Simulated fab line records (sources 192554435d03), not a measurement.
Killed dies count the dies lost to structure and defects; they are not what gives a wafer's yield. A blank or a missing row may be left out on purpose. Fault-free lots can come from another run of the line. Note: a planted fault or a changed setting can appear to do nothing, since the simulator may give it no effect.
fab line records	flow n5-finfet
record lots=14	wafers=42	last-day=18
route steps=1938 shown BEOL_M3@1009 BEOL_M4@1040
lots with no fault: from the same line, run without faults
start-h: hours from the record's first day to the start of the lot's first wafer shown	wait-h: time in hours since the lot's previous step	" unchanged from the row above	L1.1+2: several wafers, shown together as one row	- value missing, or start not given	* or withheld: withheld	< > ~ a bound
route shown NAME@n: NAME is a module with steps in the file, n the number in the route of the first one	usual: the fault-free wafers' mean and standard deviation	same: alike in all rows	chamber/n: place in a boat	sites: each site's reading	_std_site: standard deviation across them	_edge_site: outer sites' mean less inner sites'	radius-mm: how far each site lies from the wafer's centre	mask NAME#n: copy n	behind: tool/chamber where the wafer was last shaped	hold: cause of the lot's hold/its duration in hours/its outcome	device: which transistor (n, p or np) failed to switch	end of line: at the end of the route, the tests of the same wafers	a step given without rows: its recipe and nothing more	killed: dies lost to structure and defects at the first sort, not the wafer's yield	map: dies across one wafer; x = killed, . = not, _ = none there
set.NAME: setting as actually run; set.NAME@STEP: the setting as run at that earlier step	model.NAME: the simulator's own value behind a step, which no gauge read
the route's steps for a sample of lots (tables are steps, rows are wafers)
services: a tool's chamber out of use, with start hour (start-h, from the record's first day; less than 0 if before it), hours out, and reason
## steps
# step N5_BEOL_M3_ANNEAL_95
# recipe temp-c=400	time-s=240	ambient=vacuum
# usual heater-power-w=823/81
lot.wafer	tool	chamber	start-h	wait-h	heater-power-w
L380.1	pvd-sputter-02	-	164.52	0.0	797
L380.3	"	-	"	"	696
L380.5	"	-	"	"	786
L381.3	pvd-sputter-03	-	174.17	0.0	775
L381.5	"	-	"	"	783
L381.6	"	-	"	"	1003
L382.1	pvd-sputter-01	-	180.16	0.0	777
L382.2	"	-	"	"	787
L382.6	"	-	"	"	755
L383.3	pvd-sputter-02	-	184.88	0.0	784
L383.5	"	-	"	"	857
L383.6	"	-	"	"	787
L385.1	pvd-sputter-02	-	205.20	0.0	783
L385.2	"	-	"	"	696
L385.3	"	-	"	"	866
L387.4	pvd-sputter-01	-	209.57	0.0	738
L387.5	"	-	"	"	748
L387.6	"	-	"	"	844
L388.3	pvd-sputter-03	-	212.94	0.0	756
L388.4	"	-	"	"	871
L388.6	"	-	"	"	802
L389.1	pvd-sputter-03	-	216.24	0.0	799
L389.4	"	-	"	"	863
L389.6	"	-	"	"	775
L390.2	pvd-sputter-01	-	220.07	0.0	897
L390.3	"	-	"	"	790
L390.4	"	-	"	"	874
L391.1	pvd-sputter-01	-	233.79	0.0	910
L391.2	"	-	"	"	797
L391.3	"	-	"	"	744
L399.3	pvd-sputter-01	-	298.00	0.0	765
L399.4	"	-	"	"	778
L399.5	"	-	"	"	883
L401.2	pvd-sputter-03	-	298.72	0.0	779
L401.4	"	-	"	"	889
L401.6	"	-	"	"	1011
L400.2	pvd-sputter-03	-	301.68	0.0	782
L400.3	"	-	"	"	1011
L400.5	"	-	"	"	877
L402.2	pvd-sputter-02	-	303.06	0.0	791
L402.3	"	-	"	"	726
L402.5	"	-	"	"	762
# step N5_BEOL_M3_DEP_57
# recipe material=SiCN	target-thk-a=80	temp-c=withheld	precursor=3MS/NH3	pressure-torr=3	rf-w=202	time-s=14
# usual showerhead-plenum-p-Torr=3.664/0.014	throttle-valve-pct=8.9/0.46
lot.wafer	tool	chamber	start-h	wait-h	showerhead-plenum-p-Torr	throttle-valve-pct
L380.1	pecvd-03	2	165.69	0.0	3.672	9.7
L380.3	"	0	"	"	3.673	8.9
L380.5	"	2	"	"	3.674	9.7
L381.3	pecvd-01	0	175.35	0.0	3.676	8.9
L381.5	"	0	"	"	3.680	8.6
L381.6	"	2	"	"	3.664	8.3
L382.1	pecvd-01	2	181.29	0.0	3.674	8.2
L382.2	"	0	"	"	3.676	8.9
L382.6	"	0	"	"	3.673	8.8
L383.3	pecvd-02	2	186.13	0.0	3.681	8.1
L383.5	"	1	"	"	3.652	9.0
L383.6	"	0	"	"	3.650	9.5
L385.1	pecvd-02	2	206.40	0.0	3.674	8.1
L385.2	"	0	"	"	3.660	9.7
L385.3	"	1	"	"	3.642	9.2
L387.4	pecvd-02	1	210.71	0.0	3.643	8.9
L387.5	"	0	"	"	3.666	9.9
L387.6	"	2	"	"	3.682	8.1
L388.3	pecvd-01	2	214.49	0.0	3.667	8.2
L388.4	"	1	"	"	3.660	9.6
L388.6	"	0	"	"	3.661	9.0
L389.1	pecvd-02	1	217.36	0.0	3.654	9.3
L389.4	"	1	"	"	3.642	8.9
L389.6	"	0	"	"	3.666	9.3
L390.2	pecvd-01	2	221.36	0.0	3.667	8.4
L390.3	"	1	"	"	3.660	9.7
L390.4	"	1	"	"	3.667	9.8
L391.1	pecvd-02	2	234.96	0.0	3.677	8.1
L391.2	"	1	"	"	3.648	9.3
L391.3	"	0	"	"	3.663	9.6
L399.3	pecvd-03	2	299.32	0.0	3.665	8.5
L399.4	"	0	"	"	3.675	8.6
L399.5	"	1	"	"	3.645	8.9
L401.2	pecvd-03	2	300.12	0.0	3.674	8.6
L401.4	"	1	"	"	3.632	8.7
L401.6	"	2	"	"	3.661	8.8
L400.2	pecvd-01	2	302.80	0.0	3.661	8.4
L400.3	"	0	"	"	3.681	8.8
L400.5	"	0	"	"	3.672	8.6
L402.2	pecvd-01	1	304.20	0.0	3.668	9.5
L402.3	"	2	"	"	3.670	8.6
L402.5	"	0	"	"	3.670	8.8
# step N5_BEOL_M4_ETCH_64
# recipe chemistry=N2/H2	target=SOC	target-depth-a=750	overetch-a=225	mask-material=SiARC	temp-c=40	time-s=121.9	ion-energy-ev=200	pressure-mtorr=30	source-w=840	bias-w=150	n2-flow-sccm=200	h2-flow-sccm=200
# usual bias-w=150.1/0.45	chamber-pressure-mTorr=29.998/0.028	drypump-motor-current-A=5.7/0.45	oes-product-au=0.60/0.044	rf-vpp-V=523.4/2.5	showerhead-plenum-p-Torr=2.52/0.084	throttle-valve-pct=17.79/0.22
lot.wafer	tool	chamber	start-h	wait-h	bias-w	chamber-pressure-mTorr	drypump-motor-current-A	oes-product-au	rf-hours-counter-h	rf-vpp-V	showerhead-plenum-p-Torr	throttle-valve-pct
L380.1	rie-diel-02	0	169.38	0.0	150.1	30.040	5.2	0.55	191	523.7	2.53	17.98
L380.3	"	2	"	"	149.8	30.027	5.7	0.66	45	522.3	2.50	18.16
L380.5	"	0	"	"	149.9	29.981	5.2	0.54	-	523.5	2.53	17.94
L381.3	rie-diel-02	1	177.22	0.0	149.9	29.997	6.1	0.58	140	520.3	2.43	17.73
L381.5	"	3	"	"	149.4	30.049	5.9	0.58	-	525.3	2.66	17.51
L381.6	"	2	"	"	150.8	29.974	5.7	0.66	-	520.9	2.50	18.16
L382.1	rie-diel-02	2	183.06	0.0	150.6	30.042	5.7	0.65	50	520.5	2.49	18.16
L382.2	"	3	"	"	149.9	30.031	5.9	0.58	138	527.4	2.66	17.52
L382.6	"	0	"	"	150.4	30.019	5.2	0.54	-	524.1	2.52	17.97
L383.3	rie-diel-01	3	189.34	0.0	149.8	30.030	6.2	0.59	118	522.4	2.45	17.73
L383.5	"	1	"	"	150.5	30.051	5.1	0.72	-	528.8	2.70	17.60
L383.6	"	0	"	"	150.3	29.999	6.2	0.62	-	522.0	2.46	17.65
L385.1	rie-diel-02	3	207.50	0.0	150.5	29.979	5.9	0.58	145	526.0	2.66	17.53
L385.2	"	0	"	"	150.9	29.989	5.2	0.53	206	523.5	2.52	18.00
L385.3	"	2	"	"	149.7	29.948	5.7	0.65	58	522.1	2.49	18.19
L387.4	rie-diel-02	1	214.48	0.0	149.8	30.011	6.2	0.56	155	520.7	2.42	17.74
L387.5	"	3	"	"	150.5	29.976	5.9	0.57	-	527.1	2.66	17.51
L387.6	"	0	"	"	149.2	30.001	5.2	0.53	-	523.7	2.52	17.98
L388.3	rie-diel-01	2	217.60	0.0	-	-	-	-	-	-	-	-
L388.4	"	0	"	"	-	-	-	-	-	-	-	-
L388.6	"	0	"	"	-	-	-	-	-	-	-	-
L389.1	rie-diel-04	2	218.93	0.0	-	-	-	-	-	-	-	-
L389.4	"	3	"	"	-	-	-	-	-	-	-	-
L389.6	"	2	"	"	-	-	-	-	-	-	-	-
L390.2	rie-diel-04	0	223.05	0.0	150.9	30.012	6.1	0.64	56	523.4	2.47	17.63
L390.3	"	3	"	"	149.3	29.961	5.5	0.63	62	525.1	2.56	17.61
L390.4	"	2	"	"	150.2	30.009	4.7	0.65	-	523.5	2.58	17.53
L391.1	rie-diel-04	3	238.12	0.0	149.6	30.020	5.5	0.62	68	526.2	2.56	17.62
L391.2	"	1	"	"	149.6	29.963	5.4	0.57	161	519.6	2.45	18.11
L391.3	"	2	"	"	150.0	30.001	4.8	0.65	66	527.1	2.58	17.55
L399.3	rie-diel-02	1	300.26	0.0	150.4	29.988	6.2	0.55	183	520.8	2.41	17.82
L399.4	"	2	"	"	149.6	29.984	5.7	0.63	86	523.6	2.48	18.21
L399.5	"	1	"	"	150.5	29.974	6.1	0.55	-	521.3	2.41	17.81
L401.2	rie-diel-01	3	302.71	0.0	150.7	30.019	6.2	0.57	158	520.6	2.43	17.79
L401.4	"	1	"	"	150.5	30.042	5.0	0.65	41	529.0	2.69	17.66
L401.6	"	3	"	"	149.9	30.009	6.2	0.56	-	520.7	2.43	17.79
L400.2	rie-diel-02	1	305.47	0.0	150.1	29.967	6.1	0.55	184	520.5	2.41	17.82
L400.3	"	3	"	"	149.3	29.988	5.9	0.55	178	525.4	2.64	17.57
L400.5	"	0	"	"	149.9	29.978	5.3	0.52	-	522.6	2.51	18.05
L402.2	rie-diel-04	0	305.76	0.0	150.7	30.000	6.2	0.61	84	521.0	2.46	17.69
L402.3	"	2	"	"	149.7	29.968	4.7	0.63	88	524.8	2.57	17.58
L402.5	"	0	"	"	150.1	29.989	6.1	0.61	-	522.6	2.46	17.71
# step N5_BEOL_M4_STRIP_66
# recipe chemistry=CF4	resist=SiARC	power-w=300	bias-power-w=75	pressure-mtorr=50	cf4-flow-sccm=150	rf-frequency-hz=6e+07
# usual cf4-flow-sccm=150.0/0.45	drypump-motor-current-A=5.7/0.46	oes-product-au=0.78/0.059	rf-vpp-V=270.8/1.3	showerhead-plenum-p-Torr=1.78/0.051	throttle-valve-pct=13.57/0.16
lot.wafer	tool	chamber	start-h	wait-h	cf4-flow-sccm	drypump-motor-current-A	oes-product-au	rf-hours-counter-h	rf-vpp-V	showerhead-plenum-p-Torr	throttle-valve-pct
L380.1	rie-diel-02	0	169.51	0.0	150.2	5.2	0.70	191	271.1	1.79	13.73
L380.3	"	2	"	"	150.7	5.7	0.87	45	270.9	1.75	13.57
L380.5	"	0	"	"	149.5	5.2	0.71	-	271.6	1.79	13.74
L381.3	rie-diel-02	1	177.35	0.0	150.1	6.1	0.75	140	270.7	1.73	13.69
L381.5	"	3	"	"	150.5	5.9	0.76	-	273.2	1.86	13.26
L381.6	"	2	"	"	149.5	5.7	0.86	-	269.9	1.75	13.59
L382.1	rie-diel-02	2	183.19	0.0	150.3	5.7	0.85	50	269.6	1.75	13.59
L382.2	"	3	"	"	149.3	5.9	0.75	138	273.8	1.86	13.30
L382.6	"	0	"	"	149.4	5.2	0.70	-	270.4	1.79	13.75
L383.3	rie-diel-01	3	189.48	0.0	149.7	6.2	0.77	118	270.4	1.73	13.49
L383.5	"	1	"	"	150.2	5.0	0.93	-	272.7	1.89	13.29
L383.6	"	0	"	"	150.3	6.3	0.81	-	270.7	1.76	13.62
L385.1	rie-diel-02	3	207.63	0.0	149.8	5.9	0.75	145	273.1	1.86	13.32
L385.2	"	0	"	"	150.3	5.2	0.69	206	270.3	1.78	13.77
L385.3	"	2	"	"	150.0	5.7	0.84	58	269.7	1.75	13.59
L387.4	rie-diel-02	1	214.61	0.0	150.3	6.1	0.73	155	269.8	1.72	13.71
L387.5	"	3	"	"	149.2	5.9	0.75	-	273.1	1.86	13.33
L387.6	"	0	"	"	150.1	5.2	0.70	-	269.7	1.78	13.78
L388.3	rie-diel-01	2	217.73	0.0	149.6	5.6	0.74	141	270.1	1.79	13.57
L388.4	"	0	"	"	149.7	6.3	0.80	80	269.3	1.76	13.67
L388.6	"	0	"	"	150.1	6.2	0.81	-	270.1	1.76	13.63
L389.1	rie-diel-04	2	219.06	0.0	150.0	4.7	0.85	58	272.8	1.82	13.33
L389.4	"	3	"	"	149.9	5.5	0.82	60	270.3	1.82	13.47
L389.6	"	2	"	"	149.7	4.7	0.85	-	273.1	1.82	13.32
L390.2	rie-diel-04	0	223.18	0.0	150.0	6.1	0.83	56	270.5	1.77	13.57
L390.3	"	3	"	"	149.3	5.5	0.82	62	271.4	1.82	13.47
L390.4	"	2	"	"	149.9	4.7	0.84	-	271.5	1.82	13.33
L391.1	rie-diel-04	3	238.25	0.0	150.6	5.5	0.82	68	270.8	1.82	13.52
L391.2	"	1	"	"	149.6	5.4	0.74	161	270.2	1.73	13.66
L391.3	"	2	"	"	150.2	4.7	0.84	66	270.2	1.82	13.35
L399.3	rie-diel-02	1	300.39	0.0	149.7	6.1	0.72	183	270.1	1.72	13.77
L399.4	"	2	"	"	149.6	5.7	0.81	86	270.1	1.74	13.68
L399.5	"	1	"	"	150.4	6.1	0.72	-	270.4	1.72	13.79
L401.2	rie-diel-01	3	302.84	0.0	149.4	6.2	0.73	158	271.6	1.72	13.57
L401.4	"	1	"	"	149.7	5.0	0.84	41	272.3	1.88	13.38
L401.6	"	3	"	"	149.3	6.2	0.74	-	270.1	1.72	13.57
L400.2	rie-diel-02	1	305.61	0.0	149.9	6.1	0.72	184	269.8	1.72	13.79
L400.3	"	3	"	"	149.4	5.9	0.72	178	271.7	1.85	13.39
L400.5	"	0	"	"	149.6	5.2	0.67	-	271.2	1.77	13.83
L402.2	rie-diel-04	0	305.89	0.0	150.2	6.2	0.80	84	270.3	1.76	13.60
L402.3	"	2	"	"	149.1	4.7	0.82	88	270.9	1.81	13.41
L402.5	"	0	"	"	149.7	6.2	0.80	-	269.8	1.76	13.59
# step N5_BEOL_M4_HM_OPEN_17
# recipe chemistry=Cl2/BCl3	target-depth-a=200	overetch-a=60	target=TiN	mask-material=SOC	ion-energy-ev=150	pressure-mtorr=10	icp-w=1000	bias-w=126	Cl2_flow_sccm=53.25	bcl3-flow-sccm=21.75	Ar_flow_sccm=25
# usual drypump-motor-current-A=5.8/0.35	oes-product-au=0.70/0.09	throttle-valve-pct=22.12/0.16
lot.wafer	tool	chamber	start-h	wait-h	drypump-motor-current-A	oes-product-au	rf-hours-counter-h	throttle-valve-pct
L380.1	rie-metal-02	1	169.55	0.0	5.9	0.52	118	22.43
L380.3	"	0	"	"	6.2	0.50	-	22.15
L380.5	"	1	"	"	5.8	0.53	-	22.43
L381.3	rie-metal-03	1	177.42	0.1	5.4	0.70	-	22.02
L381.5	"	1	"	"	5.4	0.71	-	22.01
L381.6	"	0	"	"	5.4	0.78	-	22.24
L382.1	rie-metal-03	1	183.23	0.0	5.4	0.72	23	22.01
L382.2	"	0	"	"	5.5	0.79	5	22.23
L382.6	"	0	"	"	5.4	0.79	-	22.21
L383.3	rie-metal-02	1	189.58	0.1	5.8	0.53	-	22.44
L383.5	"	1	"	"	5.8	0.52	-	22.43
L383.6	"	1	"	"	5.8	0.52	-	22.44
L385.1	rie-metal-01	1	207.68	0.0	5.7	0.67	42	22.22
L385.2	"	0	"	"	6.3	0.66	52	21.94
L385.3	"	0	"	"	6.3	0.66	-	21.93
L387.4	rie-metal-03	0	214.68	0.1	5.5	0.76	-	22.24
L387.5	"	0	"	"	5.4	0.77	-	22.26
L387.6	"	1	"	"	5.4	0.70	-	22.02
L388.3	rie-metal-03	0	217.81	0.1	5.4	0.33	-	22.90
L388.4	"	1	"	"	5.4	0.31	-	22.66
L388.6	"	0	"	"	5.4	0.33	-	22.89
L389.1	rie-metal-03	1	219.10	0.0	5.4	0.31	27	22.66
L389.4	"	1	"	"	5.4	0.31	-	22.68
L389.6	"	1	"	"	5.4	0.31	-	22.67
L390.2	rie-metal-02	1	223.22	0.0	5.9	0.52	123	22.43
L390.3	"	0	"	"	6.2	0.85	-	21.92
L390.4	"	1	"	"	5.8	0.52	-	22.43
L391.1	rie-metal-01	1	238.29	0.0	5.7	0.65	45	22.24
L391.2	"	0	"	"	6.3	0.64	55	21.98
L391.3	"	0	"	"	6.3	0.65	-	21.95
L399.3	rie-metal-03	0	300.47	0.1	5.4	0.72	-	22.26
L399.4	"	1	"	"	5.4	0.69	-	22.03
L399.5	"	0	"	"	5.5	0.72	-	22.28
L401.2	rie-metal-01	0	302.88	0.0	6.3	0.63	62	21.96
L401.4	"	1	"	"	5.7	0.64	-	22.22
L401.6	"	1	"	"	5.7	0.64	-	22.24
L400.2	rie-metal-01	0	305.65	0.0	6.3	0.64	62	21.98
L400.3	"	0	"	"	6.3	0.64	-	21.97
L400.5	"	1	"	"	5.8	0.63	-	22.23
L402.2	rie-metal-02	0	305.93	0.0	6.2	0.77	8	21.93
L402.3	"	0	"	"	6.2	0.77	-	21.94
L402.5	"	0	"	"	6.2	0.78	-	21.94
# step N5_BEOL_M4_CD_MEAS_18
# recipe pitch-nm=36	target-cd-nm=18
# usual cd-nm=18.1/0.33
lot.wafer	tool	chamber	start-h	wait-h	cd-nm
L380.1	cd-sem-01	-	169.73	0.0	18.4
L380.3	"	-	"	"	17.7
L380.5	"	-	"	"	18.8
L381.3	cd-sem-02	-	177.57	0.1	17.7
L381.5	"	-	"	"	18.1
L381.6	"	-	"	"	17.8
L382.1	cd-sem-03	-	183.41	0.0	17.9
L382.2	"	-	"	"	18.7
L382.6	"	-	"	"	18.2
L383.3	cd-sem-01	-	189.87	0.1	17.9
L383.5	"	-	"	"	17.9
L383.6	"	-	"	"	18.5
L385.1	cd-sem-01	-	207.86	0.1	18.1
L385.2	"	-	"	"	18.2
L385.3	"	-	"	"	17.9
L387.4	cd-sem-02	-	214.83	0.1	18.8
L387.5	"	-	"	"	18.0
L387.6	"	-	"	"	18.2
L388.3	cd-sem-01	-	217.97	0.1	-
L388.4	"	-	"	"	-
L388.6	"	-	"	"	-
L389.1	cd-sem-02	-	219.28	0.0	-
L389.4	"	-	"	"	-
L389.6	"	-	"	"	-
L390.2	cd-sem-03	-	223.41	0.1	18.0
L390.3	"	-	"	"	18.2
L390.4	"	-	"	"	18.2
L391.1	cd-sem-01	-	238.47	0.0	18.5
L391.2	"	-	"	"	18.2
L391.3	"	-	"	"	18.6
L399.3	cd-sem-03	-	300.62	0.1	18.5
L399.4	"	-	"	"	17.8
L399.5	"	-	"	"	18.6
L401.2	cd-sem-02	-	303.07	0.1	18.1
L401.4	"	-	"	"	18.3
L401.6	"	-	"	"	18.4
L400.2	cd-sem-02	-	306.03	0.1	17.8
L400.3	"	-	"	"	18.1
L400.5	"	-	"	"	18.1
L402.2	cd-sem-03	-	306.34	0.1	17.6
L402.3	"	-	"	"	17.9
L402.5	"	-	"	"	17.5
# step N5_BEOL_M4_RC_MEAS_101
# usual DIBL_N=36.0/2	DIBL_P=36.2/2.2	IOFF_N=0.16/0.034	IOFF_P=0.21/0.04	ION_N=675/12	ION_P=463/7.2	SS_N=71.6/0.6	SS_P=73.3/0.67	VT_N=250/3	VT_P=-251/3.4
lot.wafer	tool	chamber	start-h	wait-h	DIBL_N[mV/V]	DIBL_P[mV/V]	IOFF_N[nA/um]	IOFF_P[nA/um]	ION_N[uA/um]	ION_P[uA/um]	SS_N[mV/dec]	SS_P[mV/dec]	VT_N[mV]	VT_P[mV]
L380.1	prober-01	0	178.60	0.0	38.6	39.1	0.22	0.26	692	468	71.6	73.7	248	-250
L380.3	"	0	"	"	37.0	37.7	0.19	0.24	684	467	71.2	73.8	246	-248
L380.5	"	0	"	"	36.2	36.8	0.18	0.22	683	464	71.8	73.9	245	-250
L381.3	prober-02	0	188.79	0.3	33.9	35.7	0.13	0.18	667	460	71.1	73.1	251	-252
L381.5	"	0	"	"	35.8	37.6	0.15	0.19	680	460	71.4	73.6	248	-253
L381.6	"	0	"	"	33.0	34.6	0.11	0.16	648	445	71.1	72.9	255	-255
L382.1	prober-02	0	193.11	0.0	36.7	38.3	0.18	0.23	680	465	71.9	72.7	249	-249
L382.2	"	0	"	"	34.7	36.3	0.15	0.20	669	461	71.4	72.7	251	-252
L382.6	"	0	"	"	35.8	37.5	0.16	0.21	669	460	71.4	72.5	248	-252
L383.3	prober-02	0	198.35	0.3	35.2	35.2	0.14	0.18	681	460	71.1	73.5	251	-251
L383.5	"	0	"	"	36.7	36.1	0.16	0.18	673	455	71.7	72.3	251	-254
L383.6	"	0	"	"	34.6	35.2	0.13	0.17	665	461	70.6	72.1	250	-252
L385.1	prober-02	0	217.79	0.0	35.0	36.6	0.15	0.19	669	457	71.6	72.8	250	-255
L385.2	"	0	"	"	35.8	36.6	0.16	0.18	675	455	72.2	73.2	249	-254
L385.3	"	0	"	"	33.0	33.8	0.13	0.15	671	454	70.9	72.9	252	-257
L387.4	prober-01	0	221.73	0.5	36.0	34.2	0.13	0.16	669	453	71.8	73.8	254	-255
L387.5	"	0	"	"	38.7	37.7	0.18	0.20	673	453	72.5	73.7	253	-253
L387.6	"	0	"	"	37.0	36.6	0.14	0.19	679	460	72.0	73.5	252	-254
L390.2	prober-01	0	242.75	0.2	40.9	40.8	0.20	0.26	700	469	71.1	75.2	247	-249
L390.3	"	0	"	"	40.6	40.0	0.20	0.25	687	466	71.7	74.1	247	-249
L390.4	"	0	"	"	39.4	38.3	0.18	0.22	697	470	71.0	74.0	249	-250
L391.1	prober-01	0	245.20	0.0	37.9	39.9	0.20	0.28	682	468	72.1	74.6	244	-246
L391.2	"	0	"	"	37.9	39.9	0.20	0.29	694	481	72.4	73.7	245	-246
L391.3	"	0	"	"	35.4	36.6	0.16	0.24	678	470	71.5	73.3	248	-248
L399.3	prober-02	0	309.24	0.3	38.0	38.2	0.18	0.23	675	462	71.4	74.1	250	-248
L399.4	"	0	"	"	38.9	39.1	0.20	0.27	683	470	72.0	74.2	248	-247
L399.5	"	0	"	"	38.2	38.4	0.18	0.23	682	469	72.5	74.7	248	-247
L401.2	prober-01	0	311.77	0.2	39.8	39.3	0.24	0.29	696	470	72.4	74.2	243	-246
L401.4	"	0	"	"	35.9	36.6	0.17	0.23	690	464	71.0	72.5	247	-247
L401.6	"	0	"	"	35.3	35.1	0.15	0.21	669	467	71.4	72.7	251	-252
L400.2	prober-02	0	314.82	0.2	36.8	36.9	0.16	0.20	672	463	71.1	73.5	249	-253
L400.3	"	0	"	"	38.6	37.4	0.20	0.21	692	465	71.9	73.9	247	-251
L400.5	"	0	"	"	34.2	32.8	0.13	0.16	664	452	71.2	71.9	252	-254
L402.2	prober-01	0	317.14	0.2	34.0	33.6	0.12	0.18	669	459	71.1	73.0	253	-252
L402.3	"	0	"	"	35.2	34.5	0.14	0.19	666	456	71.7	73.5	252	-254
L402.5	"	0	"	"	35.9	34.8	0.15	0.19	673	456	71.7	72.7	250	-253
## services
tool	chamber	start-h	hours	kind
pecvd-02	-	144.48	2.8	pm
pecvd-02	0	159.36	2.1	scheduled-down
rie-diel-01	1	162.05	-	clean
rie-diel-01	1	162.05	-	consumable-replace:focus-ring
rie-diel-01	1	162.05	-	consumable-replace:showerhead
rie-diel-01	1	162.05	22.6	scheduled-down
rie-diel-01	1	162.05	22.6	vent-cycle
pecvd-02	-	177.29	1.3	repair
pecvd-01	2	187.71	5.5	scheduled-down
rie-diel-01	-	196.61	0.9	repair
rie-diel-04	3	198.02	17.3	repair
pecvd-02	0	199.26	5.5	scheduled-down
rie-metal-02	-	210.06	10.0	pm
rie-diel-02	2	220.41	6.5	repair
rie-diel-04	1	221.06	3.8	repair
rie-diel-01	2	231.74	9.0	repair
pecvd-03	-	255.45	3.2	repair
pecvd-03	0	264.70	12.5	repair
pecvd-02	2	268.35	5.5	scheduled-down
pvd-sputter-01	-	272.12	7.8	repair
rie-diel-04	1	279.28	15.5	repair
pecvd-03	0	286.79	6.2	repair
pecvd-03	1	289.53	4.4	repair
rie-diel-01	3	303.58	4.3	repair
## key
first-sign step=N5_BEOL_M4_ETCH_64	reading=tool-record	direction=missing
effect step=N5_BEOL_M4_HM_OPEN_17	reading=oes-product-au	direction=down	sigmas=4.3	usual=0.70	struck=0.32
effect step=N5_BEOL_M4_CD_MEAS_18	reading=cd-nm	direction=missing
met-at N5_BEOL_M4_ETCH_64
struck-lots L388,L389
later-rows-left-out L388.3,L388.4,L388.6,L389.1,L389.4,L389.6
sort-left-out L388.3,L388.4,L388.6,L389.1,L389.4,L389.6
not-acting-at N5_BEOL_M3_ANNEAL_95,N5_BEOL_M3_DEP_57,N5_BEOL_M4_STRIP_66
onset-between 189.34 217.60
fault kind=skipped-step-whole	tool=rie-diel-01,rie-diel-04	chamber=-	onset-h=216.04	steps=N5_BEOL_M4_ETCH_64	scope=struck-lots-only
# sort-left-out: the simulated sort isn't trusted on such a fault, so these wafers' sort isn't shown, and their yield isn't known
# later-rows-left-out: the simulator's readings of these wafers behind a module that went badly wrong aren't trusted and aren't shown, but for the sort
